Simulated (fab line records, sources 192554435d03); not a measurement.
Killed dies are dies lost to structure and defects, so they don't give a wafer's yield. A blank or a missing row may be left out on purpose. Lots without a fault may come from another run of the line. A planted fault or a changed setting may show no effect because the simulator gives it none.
fab line records | flow n5_finfet
record lots=10 wafers=24 last_day=16
route steps=1938 shown BEOL_M3@1010 BEOL_M4@1040 PASSIVATION@1936
lots that met no fault: from a run of the same line without faults
start_h: hours from the record's first day to the start of the lot's first wafer shown | wait_h: hours since the lot's step before | " the same as in the row above | L1.1+2: a row that stands for several wafers | - no value, or no start given | * or withheld: withheld | < > ~ a bound
route shown NAME@n: a module of which the file shows steps, and the number in the route of the first | usual: mean/standard deviation of fault-free wafers | same: alike in all rows | chamber/n: place in a boat | sites: the reading at each site | _std_site: their standard deviation | _edge_site: outer sites' mean less inner sites' | radius_mm: how far each site lies from the wafer's centre | mask NAME#n: copy n | behind: the tool/chamber that last shaped the wafer | hold: why the lot was held/for how many hours/how that ended | device: the transistor (n, p or np) that didn't switch | end of line: the same wafers' tests at the end of the route | a step without rows: its recipe alone | killed: dies lost to structure and defects at the first sort, not the wafer's yield | map: a wafer's dies, x killed, . not, _ none there
set.NAME: the setting as run; set.NAME@STEP: as run at that earlier step | model.NAME: the simulator's own value behind a step, which no gauge read
steps of the route over a sample of lots; a table a step, a row a wafer
services: from which hour (start_h, from the record's first day; less than 0 if before it) a tool's chamber was out of use, for how many hours, and why
## steps
# step N5_BEOL_M3_SPUTTER_96
# recipe material=Cu target_thk_a=45 temp_c=-20 chamber_pressure_pa=0.07 power_w=withheld time_s=8.29
# usual throttle_valve_pct=29.7/1
# columns lot.wafer tool chamber start_h wait_h throttle_valve_pct
L253.2 pvd_sputter-02 - 172.91 0.1 28.3
L253.3 " - " " 30.4
L252.3 pvd_sputter-01 - 173.98 0.1 28.5
L252.6 " - " " 31.8
L254.1 pvd_sputter-02 - 180.35 0.1 30.1
L254.2 " - " " 30.4
L255.3 pvd_sputter-03 - 184.40 0.1 28.5
L255.5 " - " " 28.9
L258.4 pvd_sputter-03 - 206.88 0.1 30.3
L258.5 " - " " 28.9
L259.2 pvd_sputter-01 - 211.01 0.1 28.6
L259.3 " - " " 29.1
L259.6 " - " " 29.3
L261.2 pvd_sputter-01 - 220.72 0.1 28.2
L261.3 " - " " 29.4
L261.6 " - " " 29.4
L265.1 pvd_sputter-02 - 250.15 0.1 30.0
L265.3 " - " " 28.3
L265.5 " - " " 30.4
L267.1 pvd_sputter-03 - 263.75 0.1 28.7
L267.2 " - " " 30.5
L271.4 pvd_sputter-03 - 282.05 0.1 30.4
L271.5 " - " " 29.0
L271.6 " - " " 28.7
# step N5_BEOL_M3_ANNEAL_51
# recipe temp_c=225 time_s=90 ambient=N2
# usual wafer_temp_C_max=225.98/0.3
# columns lot.wafer tool chamber start_h wait_h wafer_temp_C_max
L253.2 rtp_anneal-01 0 173.15 0.1 225.58
L253.3 " 0 " " 225.84
L252.3 rtp_anneal-02 0 174.52 0.3 226.23
L252.6 " 0 " " 226.13
L254.1 rtp_anneal-01 0 180.55 0.1 225.82
L254.2 " 0 " " 225.70
L255.3 rtp_anneal-01 0 184.92 0.4 225.92
L255.5 " 0 " " 225.60
L258.4 rtp_anneal-01 0 207.21 0.2 226.33
L258.5 " 0 " " 226.34
L259.2 rtp_anneal-01 0 211.25 0.1 226.37
L259.3 " 0 " " 225.69
L259.6 " 0 " " 225.78
L261.2 rtp_anneal-01 0 221.11 0.3 225.86
L261.3 " 0 " " 225.84
L261.6 " 0 " " 225.93
L265.1 rtp_anneal-02 0 250.35 0.1 226.00
L265.3 " 0 " " 225.99
L265.5 " 0 " " 226.33
L267.1 rtp_anneal-01 0 263.94 0.1 225.55
L267.2 " 0 " " 226.28
L271.4 rtp_anneal-01 0 282.38 0.2 225.69
L271.5 " 0 " " 225.76
L271.6 " 0 " " 225.59
# step N5_BEOL_M4_ETCH_64
# recipe chemistry=N2/H2 target=SOC target_depth_a=750 overetch_a=225 mask_material=SiARC temp_c=40 time_s=121.9 ion_energy_ev=200 pressure_mtorr=30 source_w=840 bias_w=150 n2_flow_sccm=200 h2_flow_sccm=200
# usual chamber_pressure_mTorr=29.998/0.027 drypump_motor_current_A=5.7/0.48 oes_product_au=0.61/0.052 rf_vpp_V=523.1/1.9 showerhead_plenum_p_Torr=2.53/0.061 throttle_valve_pct=17.9/0.31
# columns lot.wafer tool chamber start_h wait_h chamber_pressure_mTorr drypump_motor_current_A oes_product_au rf_hours_counter_h rf_vpp_V showerhead_plenum_p_Torr throttle_valve_pct
L253.2 rie_diel-01 0 175.10 0.0 29.964 6.3 0.60 139 524.9 2.58 18.0
L253.3 " 1 " " 29.987 5.8 0.53 223 522.2 2.52 18.6
L252.3 rie_diel-04 2 179.80 0.0 29.981 5.3 0.71 17 522.5 2.52 17.7
L252.6 " 2 " " 30.004 5.3 0.71 - 523.9 2.52 17.7
L254.1 rie_diel-04 3 184.35 0.0 30.006 6.1 0.70 25 521.8 2.47 17.4
L254.2 " 1 " " 30.024 5.4 0.64 55 524.3 2.60 17.8
L255.3 rie_diel-01 1 187.02 0.0 30.040 5.8 0.52 225 523.5 2.52 18.6
L255.5 " 2 " " 30.052 5.3 0.57 - 527.4 2.66 18.0
L258.4 rie_diel-04 3 211.02 0.0 29.957 6.0 0.68 34 521.5 2.47 17.5
L258.5 " 3 " " 30.021 6.0 0.68 - 524.4 2.47 17.4
L259.2 rie_diel-01 1 215.14 0.0 30.048 5.8 0.51 234 523.5 2.52 18.6
L259.3 " 0 " " 29.974 6.3 0.58 151 524.0 2.57 18.0
L259.6 " 3 " " 30.038 6.0 0.61 - 525.4 2.55 17.9
L261.2 rie_diel-01 3 224.19 0.0 29.978 6.0 0.59 113 523.7 2.55 17.9
L261.3 " 0 " " 30.012 6.3 0.58 154 524.0 2.57 18.0
L261.6 " 1 " " 30.002 5.7 0.52 - 522.9 2.51 18.6
L265.1 rie_diel-04 3 252.26 0.0 30.007 6.0 0.67 49 522.4 2.46 17.5
L265.3 " 0 " " 29.983 6.0 0.58 152 520.5 2.46 18.0
L265.5 " 1 " " 30.024 5.5 0.62 - 524.4 2.59 17.8
L267.1 rie_diel-05 0 266.05 0.0 29.983 5.1 0.62 95 520.8 2.46 17.8
L267.2 " 2 " " 29.975 6.7 0.54 216 522.2 2.53 18.6
L271.4 rie_diel-05 2 286.24 0.0 30.028 6.7 0.53 224 524.0 2.53 18.6
L271.5 " 3 " " 30.023 5.0 0.66 - 522.1 2.47 17.7
L271.6 " 0 " " 29.976 5.1 0.61 - 523.2 2.45 17.8
# step N5_BEOL_M4_CD_MEAS_18
# recipe pitch_nm=36 target_cd_nm=18
# usual cd_nm=17.9/0.38
# columns lot.wafer tool chamber start_h wait_h cd_nm
L253.2 cd_sem-01 - 175.46 0.1 17.7
L253.3 " - " " 17.8
L252.3 cd_sem-01 - 180.33 0.1 17.9
L252.6 " - " " 18.0
L254.1 cd_sem-02 - 184.85 0.0 18.0
L254.2 " - " " 18.0
L255.3 cd_sem-01 - 187.51 0.1 17.9
L255.5 " - " " 17.8
L258.4 cd_sem-02 - 211.49 0.1 18.0
L258.5 " - " " 17.9
L259.2 cd_sem-01 - 215.49 0.1 16.9
L259.3 " - " " 16.9
L259.6 " - " " 17.6
L261.2 cd_sem-01 - 224.58 0.1 16.6
L261.3 " - " " 17.2
L261.6 " - " " 17.9
L265.1 cd_sem-03 - 252.61 0.0 18.1
L265.3 " - " " 18.5
L265.5 " - " " 17.4
L267.1 cd_sem-02 - 266.41 0.0 18.7
L267.2 " - " " 18.3
L271.4 cd_sem-02 - 286.60 0.1 18.2
L271.5 " - " " 17.9
L271.6 " - " " 18.1
# step N5_BEOL_M4_OVL_MEAS_29
# recipe points_per_wafer=522
# usual V3_OVL=-0.1/0.79
# columns lot.wafer tool chamber start_h wait_h V3_OVL[nm]
L253.2 overlay-01 0 175.94 0.0 0.5
L253.3 " 0 " " 0.4
L252.3 overlay-01 0 180.81 0.0 -1.5
L252.6 " 0 " " -0.8
L254.1 overlay-01 0 185.20 0.0 -1.3
L254.2 " 0 " " -1.1
L255.3 overlay-02 0 187.87 0.0 0.2
L255.5 " 0 " " 0.7
L258.4 overlay-01 0 211.98 0.0 0.8
L258.5 " 0 " " 0.8
L259.2 overlay-02 0 215.85 0.0 0.5
L259.3 " 0 " " -1.2
L259.6 " 0 " " -0.6
L261.2 overlay-02 0 225.06 0.0 1.7
L261.3 " 0 " " 1.6
L261.6 " 0 " " 1.1
L265.1 overlay-01 0 252.98 0.0 1.2
L265.3 " 0 " " 0.8
L265.5 " 0 " " 0.7
L267.1 overlay-02 0 266.78 0.0 -0.9
L267.2 " 0 " " -1.1
L271.4 overlay-02 0 286.97 0.0 -1.2
L271.5 " 0 " " -0.8
L271.6 " 0 " " -1.5
# step N5_BEOL_M4_ETCHBACK_99
# recipe chemistry=CHF3 target=SiO2 target_depth_a=50 time_s=10.4 source_w=215 bias_w=47 Ar_flow_sccm=200 CHF3_flow_sccm=12 ion_energy_ev=100 pressure_mtorr=30
# usual chamber_pressure_mTorr=29.998/0.028 drypump_motor_current_A=5.8/0.44 oes_product_au=0.79/0.069 rf_vpp_V=239/8.9 showerhead_plenum_p_Torr=2.16/0.065 throttle_valve_pct=17.21/0.24
# columns lot.wafer tool chamber start_h wait_h chamber_pressure_mTorr drypump_motor_current_A oes_product_au rf_hours_counter_h rf_vpp_V showerhead_plenum_p_Torr throttle_valve_pct
L253.2 rie_diel-01 2 179.55 3.3 30.067 5.3 0.75 135 225 2.27 17.26
L253.3 " 0 " " 30.017 6.3 0.78 140 248 2.19 17.21
L252.3 rie_diel-04 1 183.79 1.1 29.997 5.4 0.84 55 226 2.21 17.19
L252.6 " 1 " " 29.970 5.5 0.85 - 226 2.21 17.20
L254.1 rie_diel-01 2 185.93 0.3 29.986 5.3 0.75 137 226 2.27 17.32
L254.2 " 1 " " 30.030 5.8 0.69 225 243 2.12 17.70
L255.3 rie_diel-01 2 188.90 0.7 29.997 5.3 0.75 138 225 2.27 17.30
L255.5 " 2 " " 29.953 5.3 0.76 - 226 2.27 17.28
L258.4 rie_diel-01 1 213.99 1.8 29.972 5.7 0.68 234 245 2.12 17.70
L258.5 " 2 " " 29.982 5.3 0.74 - 225 2.27 17.31
L259.2 rie_diel-04 2 217.00 0.7 29.949 5.3 0.46 31 246 2.11 16.84
L259.3 " 3 " " 30.007 6.0 0.69 36 248 2.10 16.77
L259.6 " 2 " " 29.985 5.3 0.89 - 246 2.11 16.83
L261.2 rie_diel-01 0 226.97 1.6 30.001 6.3 0.52 155 246 2.18 17.22
L261.3 " 2 " " 30.009 5.3 0.54 151 226 2.27 17.30
L261.6 " 0 " " 29.980 6.3 0.76 - 249 2.18 17.24
L265.1 rie_diel-04 2 258.81 5.6 30.001 5.3 0.88 40 245 2.11 16.85
L265.3 " 1 " " 29.990 5.4 0.81 83 225 2.20 17.24
L265.5 " 1 " " 29.994 5.4 0.82 - 225 2.20 17.23
L267.1 rie_diel-01 2 276.30 9.2 30.010 5.3 0.73 170 225 2.26 17.36
L267.2 " 3 " " 29.957 6.0 0.77 132 249 2.19 17.41
L271.4 rie_diel-04 3 290.73 3.5 29.997 6.0 0.88 63 248 2.09 16.84
L271.5 " 3 " " 30.046 6.0 0.87 - 248 2.09 16.85
L271.6 " 0 " " 29.985 5.9 0.73 - 232 2.04 16.98
# step N5_BEOL_M4_OCD_MEAS_38
# usual trench_depth_nm=55.4/1.1
# columns lot.wafer tool chamber start_h wait_h trench_depth_nm
L253.2 ocd-01 - 179.95 - 56.1
L253.3 " - " " 55.7
L252.3 ocd-02 - 184.19 - 55.5
L252.6 " - " " 56.0
L254.1 ocd-01 - 186.33 - 55.1
L254.2 " - " " 53.3
L255.3 ocd-01 - 189.29 - 54.8
L255.5 " - " " 55.4
L258.4 ocd-02 - 214.39 - 54.7
L258.5 " - " " 55.8
L259.2 ocd-02 - 217.39 - 12.2
L259.3 " - " " 34.6
L259.6 " - " " 55.7
L261.2 ocd-02 - 227.37 - 26.5
L261.3 " - " " 31.4
L261.6 " - " " 55.1
L265.1 ocd-01 - 259.20 - 56.4
L265.3 " - " " 56.3
L265.5 " - " " 56.6
L267.1 ocd-02 - 276.70 - 54.9
L267.2 " - " " 55.8
L271.4 ocd-02 - 291.13 - 57.0
L271.5 " - " " 56.9
L271.6 " - " " 54.3
# step N5_BEOL_M4_RC_MEAS_101
# usual SERP_M4=193/19 SERP_M4_max_site=206/22
# columns lot.wafer tool chamber start_h wait_h SERP_M4[ohm/um] SERP_M4_max_site[ohm/um]
L253.2 prober-01 0 184.11 0.2 187 194
L253.3 " 0 " " 225 236
L252.3 prober-02 0 189.14 0.3 212 232
L252.6 " 0 " " 197 206
L254.1 prober-01 0 190.21 0.0 177 183
L254.2 " 0 " " 205 225
L255.3 prober-02 0 193.70 0.3 204 208
L255.5 " 0 " " 208 217
L258.4 prober-01 0 218.89 0.5 204 214
L258.5 " 0 " " 158 163
L259.3 prober-01 0 221.93 0.3 ~5.4054e+05 ~5.4054e+05
L259.6 " 0 " " 190 200
L261.3 prober-01 0 231.62 0.3 ~5.4054e+05 ~5.4054e+05
L261.6 " 0 " " 194 217
L265.1 prober-02 0 263.30 0.0 161 169
L265.3 " 0 " " 155 163
L265.5 " 0 " " 176 185
L267.1 prober-02 0 281.37 0.0 168 187
L267.2 " 0 " " 201 210
L271.4 prober-02 0 295.78 0.5 166 180
L271.5 " 0 " " 185 197
L271.6 " 0 " " 194 200
# sites SERP_M4 radius_mm=0,75,75,75,75,140,140,140,140
L253.2 171 186 176 187 194 193 192 175 191
L252.3 222 225 232 212 225 202 207 200 204
L254.1 179 177 180 173 183 172 179 169 173
L255.3 204 196 201 208 207 198 204 208 193
L258.4 210 206 214 210 197 186 202 204 195
L265.1 161 165 169 161 165 156 154 154 159
L267.1 167 164 172 167 164 168 187 169 177
L271.4 180 172 166 172 168 147 151 149 148
# step N5_PASSIVATION_PROBE_49
# usual defect_limited_yield=91.2/1.4 killed_at_M0_to_M3=32/9.3 killed_at_M4_up=14/4.9 killed_at_contacts=15/7.5 killed_at_front_end=40/11 killed_at_other=4/3.3 killed_dies=104/17 killed_on_rim=13/4.2 killed_open=68/14 killed_short=33/7.9 sort_bin_5_function=5.2/0.99 sort_bin_6_memory=3.2/0.65 sort_n_pass=1076/17 sort_yield_pct=91.1/1.5
# same gross_dies=1180 killed_at_back_side=0 sort_bin_4_leakage[%]=0 sort_bin_8_speed[%]=0
# columns lot.wafer tool chamber start_h wait_h defect_limited_yield[%] killed_at_M0_to_M3 killed_at_M4_up killed_at_contacts killed_at_front_end killed_at_other killed_dies killed_on_rim killed_open killed_short sort_bin_5_function[%] sort_bin_6_memory[%] sort_n_pass sort_yield_pct[%]
L259.2 prober-02 - 319.84 0.1 28.7 45 737 20 22 17 841 122 78 39 67.4 3.5 339 28.7
L259.3 prober-02 - 319.89 0.1 59.0 41 388 20 31 4 484 78 55 52 37.6 3.0 696 59.0
L259.6 prober-02 - 320.04 0.3 91.5 34 13 22 25 6 100 14 65 34 5.1 3.2 1080 91.5
L261.2 prober-01 - 324.11 0.1 34.9 28 678 9 50 3 768 80 58 40 61.9 2.8 412 34.9
L261.3 prober-01 - 324.16 0.1 52.4 22 489 11 39 1 562 88 61 20 44.9 2.5 618 52.4
L261.6 prober-01 - 324.31 0.3 91.3 35 16 7 44 1 103 11 64 31 4.9 2.8 1077 91.3
# killed by level:class
L259.2 BEOL_M4:area_etch=722 BEOL_M3:geometric_particle:open=15 MOL_CONTACT_COAG:geometric_particle:open=12 BEOL_M0_SAQP:geometric_particle:open=10 MOL_CONTACT_COAG:geometric_particle:short=8 GATE_CUT:geometric_particle:open=6 PASS1_DEP:geometric_particle:open=5 BEOL_M0_SAQP:geometric_particle:short=5
L259.3 BEOL_M4:area_etch=376 MOL_CONTACT_COAG:geometric_particle:short=15 BEOL_M3:geometric_particle:open=10 FIN_SAQP:geometric_particle:short=9 BEOL_M3:geometric_particle:short=9 BEOL_M1:geometric_particle:open=7 FIN_SAQP:geometric_particle:open=6 DUMMY_GATE:geometric_particle:open=5
L259.6 MOL_CONTACT_COAG:geometric_particle:open=17 BEOL_M3:geometric_particle:open=15 BEOL_M4:geometric_particle:open=7 FIN_SAQP:geometric_particle:short=6 GATE_CUT:geometric_particle:short=6 BEOL_M2:geometric_particle:open=6 FIN_SAQP:geometric_particle:open=5 MOL_CONTACT_COAG:geometric_particle:short=5
L261.2 BEOL_M4:area_etch=666 FIN_SAQP:geometric_particle:short=19 BEOL_M0_SAQP:geometric_particle:open=11 MOL_CONTACT_COAG:geometric_particle:open=9 FIN_SAQP:geometric_particle:open=6 GATE_CUT:geometric_particle:short=6 BEOL_M1:geometric_particle:open=5 BEOL_M5:geometric_particle:open=5
L261.3 BEOL_M4:area_etch=479 FIN_SAQP:geometric_particle:open=13 FIN_SAQP:geometric_particle:short=10 MOL_CONTACT_COAG:geometric_particle:open=10 BEOL_M2:geometric_particle:open=8 BEOL_M3:geometric_particle:open=6 GATE_CUT:geometric_particle:open=5 BEOL_M1:geometric_particle:open=4
L261.6 BEOL_M0_SAQP:geometric_particle:open=10 BEOL_M0_SAQP:geometric_particle:short=9 FIN_SAQP:geometric_particle:open=8 BEOL_M4:geometric_particle:open=8 HKMG_FIN:area_etch=7 DUMMY_GATE:geometric_particle:open=6 MOL_CONTACT_COAG:geometric_particle:open=6 BEOL_M2:geometric_particle:open=6
## services
# columns tool chamber start_h hours kind
rie_diel-04 2 172.28 4.3 repair
rie_diel-05 0 185.05 3.2 repair
rie_diel-04 - 190.71 1.6 repair
rie_diel-05 1 230.89 5.4 repair
rie_diel-04 2 242.38 12.5 repair
rie_diel-01 1 260.23 - clean
rie_diel-01 1 260.23 - consumable_replace:esc
rie_diel-01 1 260.23 - consumable_replace:focus_ring
rie_diel-01 1 260.23 28.3 scheduled_down
rie_diel-01 1 260.23 28.3 vent_cycle
## key
first_sign step=N5_BEOL_M4_CD_MEAS_18 reading=cd_nm direction=down sigmas=2.7 usual=17.9 struck=16.9
effect step=N5_BEOL_M4_ETCHBACK_99 reading=oes_product_au direction=down sigmas=3.5 usual=0.79 struck=0.55
effect step=N5_BEOL_M4_OCD_MEAS_38 reading=trench_depth_nm direction=down sigmas=26 usual=55.4 struck=26.2
effect step=N5_BEOL_M4_RC_MEAS_101 reading=SERP_M4 direction=up sigmas=99+ usual=193 struck=~5.4054e+05
effect step=N5_BEOL_M4_RC_MEAS_101 reading=SERP_M4_max_site direction=up sigmas=99+ usual=206 struck=~5.4054e+05
effect step=N5_PASSIVATION_PROBE_49 reading=killed_at_M4_up direction=up sigmas=99+ usual=14 struck=573
more_kills_born_at N5_BEOL_M4_ETCH_64@rie_diel-01=2243
met_at N5_BEOL_M4_ETCH_64
struck_lots L259,L261
struck_wafers L259.2,L259.3,L261.2,L261.3
later_rows_left_out L259.2,L261.2
not_acting_at N5_BEOL_M3_SPUTTER_96,N5_BEOL_M3_ANNEAL_51,N5_BEOL_M4_OVL_MEAS_29
onset_between 187.02 215.14
fault kind=process_parameter_drift tool=rie_diel-01 chamber=- onset_h=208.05 steps=N5_BEOL_M4_ETCH_64 channel=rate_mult offset=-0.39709 shape=step end_h=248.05 scope=struck_wafers_only
# later_rows_left_out: the simulator's readings of these wafers behind a module that went badly wrong aren't trusted and aren't shown, but for the sort
